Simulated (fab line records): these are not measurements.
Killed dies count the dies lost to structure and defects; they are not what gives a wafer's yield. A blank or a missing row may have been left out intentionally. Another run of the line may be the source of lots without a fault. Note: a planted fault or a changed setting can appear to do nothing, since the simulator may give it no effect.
Split-lot trial | flow n5-finfet | on a route of 1938 steps: 7 lots, 21 wafers read

SPLIT DETAILS
At N5_BEOL_M14_DEP_53 (deposits SiCN from 3MS/NH3, target thk 50 nm, time 17.8 s), the setting time-s was moved away from the recipe's 17.8 s on 9 of the 21 wafers read, by -12.9% to +14.3%. For the rest of the wafers, this setting stayed at what the recipe calls for.

The reading comes from the split's own step.

THE READING
SiCN_of_BEOL_M14_DEP_53.thk-nm (the simulator's own value, which no gauge read), in nm, at N5_BEOL_M14_DEP_53 (deposits SiCN from 3MS/NH3, target thk 50 nm, time 17.8 s). No usual value for it is given in the file. Average 50.3 nm, standard deviation 0.47 nm, over the 12 wafers here run with the recipe.

wafer  | tool, chamber at the split | time-s as run, s | against the recipe | SiCN_of_BEOL_M14_DEP_53.thk-nm, nm | against lot-mates on the recipe
L077.1 | pecvd-01, 2                | 15.5             | -12.9%             | 43.6                               | -6.8
L077.2 | pecvd-01, 0                | 17.8             | recipe             | 50.4                               | -
L077.6 | pecvd-01, 1                | 15.5             | -12.9%             | 44.6                               | -5.8
L079.2 | pecvd-04, 1                | 19.15            | +7.6%              | 53.2                               | +2.2
L079.4 | pecvd-04, 2                | 19.15            | +7.6%              | 54.6                               | +3.6
L079.6 | pecvd-04, 1                | 17.8             | recipe             | 51                                 | -
L080.3 | pecvd-01, 2                | 17.8             | recipe             | 49.6                               | -
L080.4 | pecvd-01, 2                | 17.8             | recipe             | 50.6                               | -
L080.6 | pecvd-01, 1                | 17.8             | recipe             | 50.8                               | -
L081.1 | pecvd-04, 0                | 17.8             | recipe             | 50.4                               | -
L081.2 | pecvd-04, 0                | 17.8             | recipe             | 51                                 | -
L081.3 | pecvd-04, 0                | 17               | -4.5%              | 48.4                               | -2.3
L083.1 | pecvd-01, 1                | 20.35            | +14.3%             | 57                                 | +7.2
L083.3 | pecvd-01, 0                | 17.8             | recipe             | 49.8                               | -
L083.6 | pecvd-01, 0                | 20.35            | +14.3%             | 57.8                               | +8.0
L085.2 | pecvd-04, 2                | 17.8             | recipe             | 50                                 | -
L085.4 | pecvd-04, 0                | 20.31            | +14.1%             | 57                                 | +7.0
L085.6 | pecvd-04, 1                | 20.31            | +14.1%             | 56.6                               | +6.6
L096.4 | pecvd-04, 2                | 17.8             | recipe             | 50                                 | -
L096.6 | pecvd-04, 2                | 17.8             | recipe             | 50                                 | -
L096.5 | pecvd-04, 0                | 17.8             | recipe             | 49.8                               | -

THE FIT
A straight line over all 21 wafers: SiCN_of_BEOL_M14_DEP_53.thk-nm changes by +0.478 nm for each +1% of time-s; r = +0.99; the points scatter about the line by 0.5 nm.
The same after taking each lot's own level away (the mean of its wafers on the recipe; 21 wafers): +0.492 nm for each +1%; r = +0.99; scatter 0.51 nm.
On that fit, the largest move of time-s shifts the reading by 7 nm.
The span of the lots' own levels, 49.80 to 51.00 nm, comes to 2.6 times the standard deviation stated above.
Hence the lot-to-lot level has little effect on the slope; both slopes agree.
Check: for one of the wafers moved furthest among these (+14.3%), held out of the fit, the line's prediction against its lot-mates is +6.97 nm. Against them it came out at +7.2 nm.

ADDITIONAL SPLITS CARRIED BY THESE WAFERS
Other splits were also applied to these wafers ahead of the reading. Each is held against what the fit with the lots' levels taken away leaves over:
other split on the same wafers | wafers away from the commonest value | r with SiCN_of_BEOL_M14_DEP_53.thk-nm (lot level and that fit taken away)
N5_BEOL_M14_PEB_08 peb-temp-c  | 4                                    | -0.10

FILE'S OWN FIT
SiCN_of_BEOL_M14_DEP_53.thk-nm changes by +0.491 nm for each +1% of time-s, r = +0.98.
